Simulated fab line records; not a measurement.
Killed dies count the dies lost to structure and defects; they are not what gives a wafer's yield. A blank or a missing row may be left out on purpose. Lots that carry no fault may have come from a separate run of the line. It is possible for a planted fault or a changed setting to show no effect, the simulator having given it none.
fab line records	flow nand-harc
record: lots: 24	wafers: 72	last-day: 33
route steps=1302 shown A_CHANNEL_HOLE_D1@477 A_CHANNEL_HOLE_D2@584 A_CHANNEL_FILL_D2@614
lots that met no fault: from a run of the same line without faults
start-h: hours from the record's opening day to when the first of the lot's shown wafers began	wait-h: how many hours have passed since the lot's step before this one	" unchanged from the row above	L1.1+2: one row covering several wafers at once	- no value, or no start given	* or withheld: withheld	< > ~ a bound
route shown NAME@n: NAME is a module with steps in the file, n the number in the route of the first one	usual: mean and standard deviation over wafers with no fault	same: alike in all rows	chamber/n: place in a boat	sites: readings site by site	_std_site: standard deviation of those values	_edge_site: inner sites' mean taken away from outer sites' mean	radius-mm: how far each site lies from the wafer's centre	mask NAME#n: copy n	behind: the tool/chamber that last shaped the wafer	hold: cause of the lot's hold/its duration in hours/its outcome	device: names the non-switching transistor (n, p or np)	end of line: tests run on the same wafers once the route is complete	step lacking rows: just its recipe	killed: at the first sort, the dies lost to defects and structure; wafer yield is something else	map: shows each die of a wafer: x if killed, . if not, _ if none is there
set.NAME: the setting as run; set.NAME@STEP: as run at that earlier step	model.NAME: the simulator's own value behind a step, which no gauge read
one table for each step of the route and one row for each wafer, over a sample of lots
services: when a tool's chamber went out of use (start-h, in hours from the record's first day, below 0 if earlier), for how many hours, and the reason
== steps ==
step: NHARC_A_CHANNEL_HOLE_D1_ETCH_25
recipe: bias-v: 5000	source-w: withheld	pressure-mtorr: 20	time-s: 1040.2	ar-flow-sccm: 375	c4f8-flow-sccm: 93.8	o2-flow-sccm: 31.2	temp-c: -20	target-depth-a: 15000	chemistry: C4F8/O2/Ar
usual: drypump-motor-current-A: 5.29/0.19	showerhead-plenum-p-Torr: 3.61/0.085	throttle-valve-pct: 32.235/0.0092
lot.wafer	tool	chamber	start-h	wait-h	drypump-motor-current-A	rf-hours-counter-h	showerhead-plenum-p-Torr	throttle-valve-pct
L074.1	har-etch-01	0	174.99	0.6	5.41	87	3.63	32.241
L074.3	"	0	"	"	5.41	-	3.63	32.236
L074.5	"	1	"	"	4.95	-	3.73	32.244
L075.2	har-etch-02	1	205.27	0.7	5.26	297	3.56	32.241
L075.4	"	0	"	"	5.48	-	3.63	32.244
L075.3	"	1	"	"	5.23	-	3.56	32.249
L076.1	har-etch-02	0	210.33	0.7	5.46	316	3.63	32.231
L076.4	"	1	"	"	5.27	-	3.56	32.229
L076.3	"	0	"	"	5.45	-	3.63	32.238
L078.2	har-etch-02	0	230.87	0.6	5.46	323	3.62	32.246
L078.4	"	0	"	"	5.46	-	3.62	32.239
L078.6	"	1	"	"	5.25	-	3.55	32.227
L077.1	har-etch-01	1	231.61	0.6	4.93	114	3.71	32.223
L077.2	"	0	"	"	5.41	114	3.62	32.234
L077.6	"	0	"	"	5.43	-	3.62	32.228
L080.1	har-etch-01	0	239.67	0.7	5.43	121	3.61	32.215
L080.4	"	0	"	"	5.45	-	3.61	32.229
L080.5	"	1	"	"	4.97	-	3.71	32.238
L079.3	har-etch-02	0	242.82	0.7	5.45	-	3.62	32.237
L079.6	"	0	"	"	5.45	-	3.62	32.234
L079.5	"	1	"	"	5.26	-	3.55	32.234
L081.2	har-etch-02	1	259.74	0.6	5.24	327	3.54	32.239
L081.3	"	1	"	"	5.25	-	3.54	32.238
L081.6	"	1	"	"	5.23	-	3.54	32.238
L082.1	har-etch-02	0	264.62	0.7	5.44	346	3.61	32.236
L082.4	"	1	"	"	5.26	-	3.54	32.228
L082.5	"	0	"	"	5.46	-	3.61	32.239
L083.1	har-etch-02	0	276.09	0.7	5.47	350	3.61	32.240
L083.3	"	0	"	"	5.44	-	3.61	32.241
L083.5	"	0	"	"	5.44	-	3.61	32.244
L084.1	har-etch-01	0	294.11	0.6	5.45	152	3.60	32.225
L084.3	"	1	"	"	4.92	-	3.69	32.227
L084.5	"	0	"	"	5.44	-	3.60	32.238
L085.2	har-etch-02	1	298.47	0.6	5.24	354	3.53	32.223
L085.3	"	0	"	"	5.47	-	3.60	32.241
L085.6	"	1	"	"	5.28	-	3.53	32.220
L086.1	har-etch-01	1	302.07	0.6	4.96	159	3.69	32.249
L086.3	"	1	"	"	4.95	-	3.69	32.225
L086.4	"	0	"	"	5.44	-	3.59	32.216
L087.2	har-etch-02	0	311.06	0.6	5.46	373	3.60	32.252
L087.1	"	1	"	"	5.29	358	3.53	32.252
L087.6	"	1	"	"	5.24	-	3.53	32.224
L089.3	har-etch-02	1	340.08	0.7	5.28	-	3.52	32.240
L089.5	"	1	"	"	5.25	-	3.52	32.251
L089.6	"	0	"	"	5.48	-	3.59	32.234
L088.1	har-etch-02	1	344.10	0.7	5.28	374	3.52	32.226
L088.3	"	0	"	"	5.43	-	3.59	32.223
L088.5	"	1	"	"	5.26	-	3.52	32.218
L090.2	har-etch-02	0	355.49	0.6	5.45	397	3.58	32.232
L090.1	"	1	"	"	5.28	381	3.51	32.249
L090.4	"	1	"	"	5.29	-	3.51	32.242
L091.4	har-etch-02	0	362.94	0.7	5.49	-	3.58	32.245
L091.5	"	0	"	"	5.48	-	3.58	32.251
L091.6	"	1	"	"	5.27	-	3.51	32.243
L092.4	har-etch-01	0	365.33	0.7	5.40	-	3.57	32.237
L092.6	"	1	"	"	4.94	-	3.67	32.224
L092.5	"	0	"	"	5.37	-	3.58	32.248
L094.1	har-etch-01	0	378.59	0.6	5.44	201	3.57	32.225
L094.4	"	1	"	"	4.95	-	3.67	32.239
L094.5	"	1	"	"	4.95	-	3.67	32.242
L093.1	har-etch-01	0	382.75	0.6	5.42	205	3.57	32.233
L093.4	"	1	"	"	4.95	-	3.66	32.248
L093.5	"	1	"	"	4.94	-	3.66	32.224
L095.1	har-etch-01	0	395.02	0.7	5.41	216	3.56	32.230
L095.3	"	1	"	"	4.93	-	3.66	32.231
L095.5	"	1	"	"	4.94	-	3.66	32.234
L096.1	har-etch-01	1	399.16	0.7	4.93	220	3.66	32.236
L096.4	"	0	"	"	5.41	-	3.56	32.241
L096.6	"	0	"	"	5.41	-	3.56	32.238
L097.1	har-etch-02	0	419.71	0.7	5.44	14	3.92	32.234
L097.3	"	1	"	"	5.27	-	3.92	32.234
L097.4	"	0	"	"	5.46	-	3.92	32.236
step: NHARC_A_CHANNEL_HOLE_D1_INSPECT_40
usual: raw-defect-count: 80/26
lot.wafer	tool	chamber	start-h	wait-h	raw-defect-count
L074.1	defect-inspect-01	-	177.96	-	70
L074.3	"	-	"	"	63
L074.5	"	-	"	"	69
L075.2	defect-inspect-01	-	207.93	-	93
L075.3	"	-	"	"	92
L075.4	"	-	"	"	115
L076.1	defect-inspect-02	-	212.98	-	93
L076.3	"	-	"	"	93
L076.4	"	-	"	"	86
L078.2	defect-inspect-01	-	233.83	-	70
L078.4	"	-	"	"	113
L078.6	"	-	"	"	90
L077.1	defect-inspect-01	-	235.96	-	63
L077.2	"	-	"	"	58
L077.6	"	-	"	"	37
L080.1	defect-inspect-01	-	242.34	-	30
L080.4	"	-	"	"	38
L080.5	"	-	"	"	43
L079.3	defect-inspect-02	-	245.34	-	99
L079.5	"	-	"	"	101
L079.6	"	-	"	"	116
L081.2	defect-inspect-01	-	262.55	-	103
L081.3	"	-	"	"	105
L081.6	"	-	"	"	92
L082.1	defect-inspect-02	-	267.58	-	92
L082.4	"	-	"	"	91
L082.5	"	-	"	"	80
L083.1	defect-inspect-02	-	278.75	-	85
L083.3	"	-	"	"	79
L083.5	"	-	"	"	104
L084.1	defect-inspect-02	-	297.43	-	46
L084.3	"	-	"	"	51
L084.5	"	-	"	"	58
L085.2	defect-inspect-02	-	301.30	-	105
L085.3	"	-	"	"	103
L085.6	"	-	"	"	111
L086.1	defect-inspect-02	-	304.88	-	68
L086.3	"	-	"	"	64
L086.4	"	-	"	"	51
L087.1	defect-inspect-01	-	313.87	-	105
L087.2	"	-	"	"	124
L087.6	"	-	"	"	90
L089.3	defect-inspect-02	-	342.59	-	120
L089.5	"	-	"	"	123
L089.6	"	-	"	"	134
L088.1	defect-inspect-01	-	350.00	-	90
L088.3	"	-	"	"	82
L088.5	"	-	"	"	93
L090.1	defect-inspect-01	-	358.29	-	91
L090.2	"	-	"	"	99
L090.4	"	-	"	"	105
L091.4	defect-inspect-01	-	365.46	-	93
L091.5	"	-	"	"	105
L091.6	"	-	"	"	84
L092.4	defect-inspect-01	-	367.69	-	63
L092.5	"	-	"	"	68
L092.6	"	-	"	"	60
L094.1	defect-inspect-02	-	381.40	-	53
L094.4	"	-	"	"	44
L094.5	"	-	"	"	61
L093.1	defect-inspect-02	-	385.56	-	75
L093.4	"	-	"	"	58
L093.5	"	-	"	"	59
L095.1	defect-inspect-01	-	397.68	-	36
L095.3	"	-	"	"	60
L095.5	"	-	"	"	55
L096.1	defect-inspect-02	-	402.28	-	74
L096.4	"	-	"	"	84
L096.6	"	-	"	"	47
L097.1	defect-inspect-01	-	422.40	-	27
L097.3	"	-	"	"	23
L097.4	"	-	"	"	31
step: NHARC_A_CHANNEL_HOLE_D2_INSPECT_12
usual: raw-defect-count: 37/23
lot.wafer	tool	chamber	start-h	wait-h	raw-defect-count
L074.1	defect-inspect-02	-	283.18	0.0	10
L074.3	"	-	"	"	7
L074.5	"	-	"	"	6
L075.2	defect-inspect-02	-	309.95	0.0	45
L075.3	"	-	"	"	49
L075.4	"	-	"	"	82
L076.1	defect-inspect-01	-	319.52	0.0	62
L076.3	"	-	"	"	56
L076.4	"	-	"	"	50
L080.1	defect-inspect-02	-	344.62	0.0	8
L080.4	"	-	"	"	7
L080.5	"	-	"	"	6
L077.1	defect-inspect-02	-	346.38	0.0	3
L077.2	"	-	"	"	2
L077.6	"	-	"	"	4
L078.2	defect-inspect-01	-	347.92	0.0	52
L078.4	"	-	"	"	54
L078.6	"	-	"	"	60
L079.3	defect-inspect-02	-	356.61	0.0	47
L079.5	"	-	"	"	54
L079.6	"	-	"	"	69
L081.2	defect-inspect-02	-	366.25	0.0	54
L081.3	"	-	"	"	62
L081.6	"	-	"	"	60
L082.1	defect-inspect-01	-	370.69	0.0	48
L082.4	"	-	"	"	55
L082.5	"	-	"	"	51
L083.1	defect-inspect-02	-	382.35	0.0	45
L083.3	"	-	"	"	49
L083.5	"	-	"	"	47
L084.1	defect-inspect-01	-	402.60	0.0	6
L084.3	"	-	"	"	9
L084.5	"	-	"	"	11
L085.2	defect-inspect-02	-	402.64	0.0	53
L085.3	"	-	"	"	60
L085.6	"	-	"	"	63
L086.1	defect-inspect-02	-	418.32	0.0	5
L086.3	"	-	"	"	15
L086.4	"	-	"	"	8
L087.1	defect-inspect-02	-	419.99	0.0	48
L087.2	"	-	"	"	56
L087.6	"	-	"	"	41
L089.3	defect-inspect-02	-	446.50	0.0	69
L089.5	"	-	"	"	65
L089.6	"	-	"	"	69
L090.1	defect-inspect-02	-	455.81	0.0	59
L090.2	"	-	"	"	64
L090.4	"	-	"	"	64
L088.1	defect-inspect-01	-	456.29	0.0	59
L088.3	"	-	"	"	52
L088.5	"	-	"	"	59
L091.4	defect-inspect-01	-	467.78	0.0	57
L091.5	"	-	"	"	71
L091.6	"	-	"	"	51
L092.4	defect-inspect-01	-	468.52	0.0	16
L092.5	"	-	"	"	22
L092.6	"	-	"	"	21
L094.1	defect-inspect-02	-	483.32	0.0	17
L094.4	"	-	"	"	22
L094.5	"	-	"	"	23
L093.1	defect-inspect-01	-	483.53	0.0	28
L093.4	"	-	"	"	29
L093.5	"	-	"	"	15
L095.1	defect-inspect-02	-	502.45	0.0	16
L095.3	"	-	"	"	29
L095.5	"	-	"	"	27
L096.1	defect-inspect-02	-	505.67	0.0	26
L096.4	"	-	"	"	26
L096.6	"	-	"	"	26
L097.1	defect-inspect-02	-	530.98	0.0	4
L097.3	"	-	"	"	1
L097.4	"	-	"	"	4
step: NHARC_A_CHANNEL_FILL_D2_ALD_14
recipe: target-thk-a: 25	pulse-time-s: 10	ald-cycles: 25	temp-c: 300	material: SiO2
usual: heater-power-w: 472/41	precursor-pulse-height-rel: 0.998/0.017
lot.wafer	tool	chamber	start-h	wait-h	heater-power-w	precursor-pulse-height-rel	since-wet-clean-h
L074.3	ald-hk-04	0	299.91	0.0	404	0.998	35
L074.1	"	1	"	"	503	1.010	35
L074.5	"	1	"	"	513	0.978	-
L075.4	ald-hk-03	2	325.24	0.0	485	1.000	100
L075.2	"	3	"	"	500	0.986	100
L075.3	"	1	"	"	444	0.990	100
L076.4	ald-hk-02	2	333.68	0.0	498	1.018	154
L076.3	"	3	"	"	499	0.988	154
L076.1	"	0	"	"	503	0.989	154
L080.1	ald-hk-03	2	358.77	0.0	467	0.970	133
L080.4	"	1	"	"	451	0.974	133
L080.5	"	2	"	"	470	0.997	-
L077.2	ald-hk-02	1	358.91	0.2	512	0.989	1
L077.1	"	0	"	"	500	1.022	1
L077.6	"	1	"	"	527	0.998	-
L078.2	ald-hk-03	0	364.00	0.1	404	1.015	139
L078.4	"	1	"	"	450	0.960	139
L078.6	"	0	"	"	408	0.975	-
L079.3	ald-hk-02	3	370.93	0.2	468	0.994	13
L079.5	"	0	"	"	514	0.994	-
L079.6	"	1	"	"	512	0.973	-
L081.2	ald-hk-03	2	382.87	0.0	487	1.002	157
L081.3	"	3	"	"	510	0.975	157
L081.6	"	2	"	"	477	0.980	-
L082.1	ald-hk-02	2	386.56	0.0	499	1.023	29
L082.4	"	3	"	"	472	0.988	29
L082.5	"	3	"	"	479	0.993	-
L083.1	ald-hk-04	1	400.44	0.0	508	0.994	136
L083.3	"	2	"	"	446	1.021	136
L083.5	"	1	"	"	518	1.019	-
L085.3	ald-hk-02	1	416.79	0.0	514	0.983	59
L085.2	"	0	"	"	518	0.974	59
L085.6	"	2	"	"	482	0.995	-
L084.3	ald-hk-02	0	417.01	0.3	520	0.989	59
L084.1	"	1	"	"	525	0.982	59
L084.5	"	1	"	"	514	1.010	-
L086.3	ald-hk-04	3	432.52	0.0	438	0.972	168
L086.1	"	0	"	"	400	0.995	168
L086.4	"	1	"	"	513	1.005	168
L087.2	ald-hk-02	0	432.55	0.1	509	1.003	75
L087.1	"	1	"	"	527	0.997	75
L087.6	"	0	"	"	514	1.003	-
L089.3	ald-hk-03	1	461.82	0.1	453	1.006	55
L089.6	"	0	"	"	401	1.006	-
L089.5	"	1	"	"	455	1.007	-
L088.3	ald-hk-04	2	472.48	0.0	418	1.027	30
L088.1	"	1	"	"	474	0.995	30
L088.5	"	2	"	"	429	1.000	-
L090.2	ald-hk-02	2	472.55	0.1	496	0.994	115
L090.1	"	3	"	"	475	1.044	115
L090.4	"	0	"	"	518	0.971	115
L091.4	ald-hk-04	0	484.64	0.1	410	1.000	42
L091.5	"	3	"	"	433	1.008	-
L091.6	"	0	"	"	422	0.989	-
L092.4	ald-hk-03	3	484.68	0.1	480	0.983	78
L092.6	"	1	"	"	452	1.039	-
L092.5	"	2	"	"	474	1.003	-
L094.1	ald-hk-04	0	497.50	0.0	405	0.967	55
L094.4	"	2	"	"	422	1.002	55
L094.5	"	0	"	"	401	1.003	-
L093.4	ald-hk-04	3	497.80	0.3	438	0.982	55
L093.1	"	0	"	"	411	1.003	55
L093.5	"	1	"	"	456	1.012	-
L095.3	ald-hk-02	0	517.37	0.1	519	0.997	159
L095.1	"	2	"	"	509	1.031	160
L095.5	"	3	"	"	471	1.012	-
L096.4	ald-hk-02	3	520.21	0.0	481	1.008	162
L096.1	"	0	"	"	513	0.997	162
L096.6	"	0	"	"	533	0.981	-
L097.1	ald-hk-03	0	545.20	0.0	391	1.029	139
L097.3	"	1	"	"	449	0.995	139
L097.4	"	3	"	"	475	1.005	139
step: NHARC_A_CHANNEL_FILL_D2_ALD_25
recipe: target-thk-a: 600	pulse-time-s: 10	ald-cycles: 600	temp-c: 300	material: SiOx
usual: heater-power-w: 461/40	precursor-pulse-height-rel: 1.001/0.02
lot.wafer	tool	chamber	start-h	wait-h	heater-power-w	precursor-pulse-height-rel	since-wet-clean-h
L074.1	ald-hk-02	2	330.06	1.3	503	0.980	151
L074.3	"	3	"	"	504	1.008	152
L074.5	"	1	331.88	3.1	512	0.994	-
L075.2	ald-hk-04	0	357.36	1.3	407	0.999	94
L075.4	"	1	"	"	514	0.987	95
L075.3	"	2	"	"	435	0.997	95
L076.3	ald-hk-04	2	366.22	0.1	434	0.972	103
L076.1	"	3	"	"	440	1.003	103
L076.4	"	0	"	"	415	1.006	104
L077.1	ald-hk-02	2	390.41	1.4	487	0.976	34
L077.2	"	0	391.62	2.6	520	1.021	35
L077.6	"	1	"	"	528	0.963	-
L080.1	ald-hk-03	2	393.05	4.0	475	1.033	169
L080.4	"	1	394.86	5.8	460	0.989	171
L080.5	"	3	396.06	7.0	518	0.996	-
L078.2	ald-hk-02	1	395.93	0.7	513	1.006	39
L078.4	"	2	"	"	490	0.979	40
L078.6	"	0	397.82	2.6	526	1.005	-
L079.3	ald-hk-02	2	401.52	2.8	496	1.003	45
L079.5	"	3	"	"	474	0.969	-
L079.6	"	0	"	"	522	1.016	-
L081.3	ald-hk-03	3	413.92	0.7	484	1.016	8
L081.2	"	0	"	"	391	1.016	9
L081.6	"	3	416.40	3.1	498	0.972	-
L082.1	ald-hk-03	2	421.40	0.1	474	0.979	16
L082.4	"	3	"	"	482	0.979	17
L082.5	"	3	424.45	3.1	469	0.994	-
L083.3	ald-hk-02	1	434.26	0.0	527	0.994	77
L083.1	"	0	436.11	1.9	508	0.997	79
L083.5	"	1	"	"	511	1.016	-
L084.1	ald-hk-02	2	449.66	0.7	501	0.996	93
L084.3	"	0	450.90	1.9	522	1.007	94
L084.5	"	1	"	"	538	1.029	-
L085.3	ald-hk-03	3	450.28	1.3	471	0.976	45
L085.2	"	0	"	"	399	1.003	45
L085.6	"	2	452.14	3.2	455	1.004	-
L086.1	ald-hk-04	1	464.66	0.1	475	0.947	23
L086.4	"	2	"	"	419	0.965	24
L086.3	"	3	"	"	442	0.997	24
L087.2	ald-hk-03	0	465.86	1.3	404	1.013	60
L087.1	"	1	"	"	447	0.965	61
L087.6	"	2	"	"	472	0.994	-
L089.3	ald-hk-03	3	494.47	0.1	490	1.010	89
L089.5	"	3	496.92	2.5	491	0.990	-
L089.6	"	0	"	"	391	1.015	-
L088.1	ald-hk-03	1	502.67	0.7	453	1.030	97
L088.3	"	3	503.90	1.9	484	1.032	98
L088.5	"	0	"	"	391	0.996	-
L090.1	ald-hk-04	0	502.68	0.7	405	0.996	61
L090.2	"	1	"	"	473	0.999	62
L090.4	"	2	"	"	423	1.002	62
L091.4	ald-hk-03	0	515.45	0.7	404	1.026	110
L091.5	"	3	517.30	2.5	478	0.972	-
L091.6	"	0	"	"	396	0.967	-
L092.4	ald-hk-04	0	516.69	1.9	406	1.001	75
L092.5	"	1	"	"	455	1.013	-
L092.6	"	2	"	"	424	0.973	-
L093.1	ald-hk-03	3	526.74	0.1	476	0.998	121
L093.4	"	0	"	"	400	1.017	122
L093.5	"	3	529.21	2.5	490	0.979	-
L094.4	ald-hk-04	2	527.37	0.7	424	1.013	86
L094.1	"	0	528.60	1.9	404	0.986	87
L094.5	"	1	"	"	476	1.003	-
L095.1	ald-hk-03	0	545.99	0.1	406	1.030	141
L095.3	"	2	547.21	1.3	484	1.030	142
L095.5	"	0	548.44	2.5	399	0.959	-
L096.1	ald-hk-03	3	550.43	0.1	485	1.003	145
L096.4	"	1	551.66	1.3	456	0.986	146
L096.6	"	3	552.89	2.5	477	1.009	-
L097.4	ald-hk-04	1	575.20	0.7	476	1.011	134
L097.1	"	2	"	"	418	1.010	134
L097.3	"	3	"	"	430	1.041	135
step: NHARC_A_CHANNEL_FILL_D2_RTA_24
recipe: temp-c: 1000	time-s: 5
usual: lamp-power-pct: 30.9/1.6	wafer_temp_C_max: 1006.4/2.1
lot.wafer	tool	chamber	start-h	wait-h	lamp-power-pct	wafer_temp_C_max
L074.1	rtp-anneal-02	0	341.73	0.0	32.4	1005.2
L074.3	"	0	"	"	32.4	1005.3
L074.5	"	0	"	"	32.4	1004.6
L075.2	rtp-anneal-01	0	369.93	0.1	29.3	1009.6
L075.3	"	0	"	"	29.4	1006.7
L075.4	"	0	"	"	29.3	1008.3
L076.1	rtp-anneal-02	0	379.80	1.9	32.4	1005.3
L076.3	"	0	"	"	32.4	1003.4
L076.4	"	0	"	"	32.4	1005.9
L077.1	rtp-anneal-02	0	402.39	0.0	32.4	1004.6
L077.2	"	0	"	"	32.5	1005.3
L077.6	"	0	"	"	32.4	1003.7
L080.1	rtp-anneal-02	0	404.65	0.0	32.4	1003.5
L080.4	"	0	"	"	32.4	1005.1
L080.5	"	0	"	"	32.4	1004.4
L078.2	rtp-anneal-02	0	407.91	0.1	32.5	1004.1
L078.4	"	0	"	"	32.5	1004.9
L078.6	"	0	"	"	32.5	1004.7
L079.3	rtp-anneal-02	0	411.51	0.1	32.4	1003.9
L079.5	"	0	"	"	32.4	1005.8
L079.6	"	0	"	"	32.4	1004.0
L081.2	rtp-anneal-01	0	425.13	0.1	29.4	1009.9
L081.3	"	0	"	"	29.3	1011.0
L081.6	"	0	"	"	29.4	1006.6
L082.1	rtp-anneal-01	0	433.27	0.0	29.3	1008.5
L082.4	"	0	"	"	29.4	1005.2
L082.5	"	0	"	"	29.3	1008.0
L083.1	rtp-anneal-01	0	446.08	0.0	29.4	1007.9
L083.3	"	0	"	"	29.4	1007.5
L083.5	"	0	"	"	29.3	1008.8
L084.1	rtp-anneal-02	0	460.93	0.0	32.4	1004.5
L084.3	"	0	"	"	32.4	1005.1
L084.5	"	0	"	"	32.5	1003.5
L085.2	rtp-anneal-01	0	460.94	0.1	29.4	1010.5
L085.3	"	0	"	"	29.3	1006.7
L085.6	"	0	"	"	29.4	1011.3
L086.1	rtp-anneal-01	0	476.30	0.0	29.4	1007.0
L086.3	"	0	"	"	29.3	1007.6
L086.4	"	0	"	"	29.3	1008.3
L087.1	rtp-anneal-02	0	476.30	0.0	32.4	1003.6
L087.2	"	0	"	"	32.4	1003.5
L087.6	"	0	"	"	32.4	1004.8
L089.3	rtp-anneal-02	0	506.38	0.1	32.5	1004.5
L089.5	"	0	"	"	32.5	1004.6
L089.6	"	0	"	"	32.5	1005.3
L090.1	rtp-anneal-02	0	513.91	0.0	32.5	1004.8
L090.2	"	0	"	"	32.5	1003.9
L090.4	"	0	"	"	32.4	1005.4
L088.1	rtp-anneal-01	0	513.91	0.0	29.4	1009.5
L088.3	"	0	"	"	29.4	1007.4
L088.5	"	0	"	"	29.3	1009.2
L092.4	rtp-anneal-01	0	526.88	0.3	29.4	1009.8
L092.5	"	0	"	"	29.3	1006.2
L092.6	"	0	"	"	29.3	1007.0
L091.4	rtp-anneal-02	0	527.05	0.4	32.5	1004.9
L091.5	"	0	"	"	32.5	1003.4
L091.6	"	0	"	"	32.4	1004.1
L093.1	rtp-anneal-02	0	538.50	0.1	32.4	1006.1
L093.4	"	0	"	"	32.4	1004.9
L093.5	"	0	"	"	32.5	1004.6
L094.1	rtp-anneal-01	0	538.56	0.1	29.4	1007.6
L094.4	"	0	"	"	29.4	1009.7
L094.5	"	0	"	"	29.3	1008.7
L095.1	rtp-anneal-01	0	557.74	0.0	29.3	1006.7
L095.3	"	0	"	"	29.4	1007.4
L095.5	"	0	"	"	29.3	1008.6
L096.1	rtp-anneal-01	0	562.13	0.0	29.3	1008.0
L096.4	"	0	"	"	29.3	1008.3
L096.6	"	0	"	"	29.4	1009.6
L097.1	rtp-anneal-01	0	586.47	0.0	29.4	1007.5
L097.3	"	0	"	"	29.3	1008.6
L097.4	"	0	"	"	29.3	1007.0
== services ==
tool	chamber	start-h	hours	kind
ald-hk-04	-	159.01	0.8	repair
ald-hk-02	-	170.00	10.0	pm
ald-hk-04	-	213.38	0.7	repair
ald-hk-03	-	215.49	10.0	pm
ald-hk-03	0	215.49	10.0	vent-cycle
ald-hk-03	1	215.49	10.0	vent-cycle
ald-hk-03	2	215.49	10.0	vent-cycle
ald-hk-03	3	215.49	10.0	vent-cycle
ald-hk-03	0	225.49	-	clean
ald-hk-03	1	225.49	-	clean
ald-hk-03	2	225.49	-	clean
ald-hk-03	3	225.49	-	clean
ald-hk-02	-	230.13	0.5	repair
ald-hk-04	-	254.63	10.0	pm
ald-hk-02	-	292.74	4.3	repair
ald-hk-02	-	348.00	10.0	pm
rtp-anneal-01	-	372.15	12.0	pm
ald-hk-02	-	374.21	1.1	repair
har-etch-02	-	377.36	17.0	pm
ald-hk-03	0	396.66	10.0	vent-cycle
ald-hk-03	1	396.66	10.0	vent-cycle
ald-hk-03	-	486.29	1.1	repair
ald-hk-02	-	526.00	10.0	pm
ald-hk-03	-	577.73	10.0	pm
== key ==
fault none
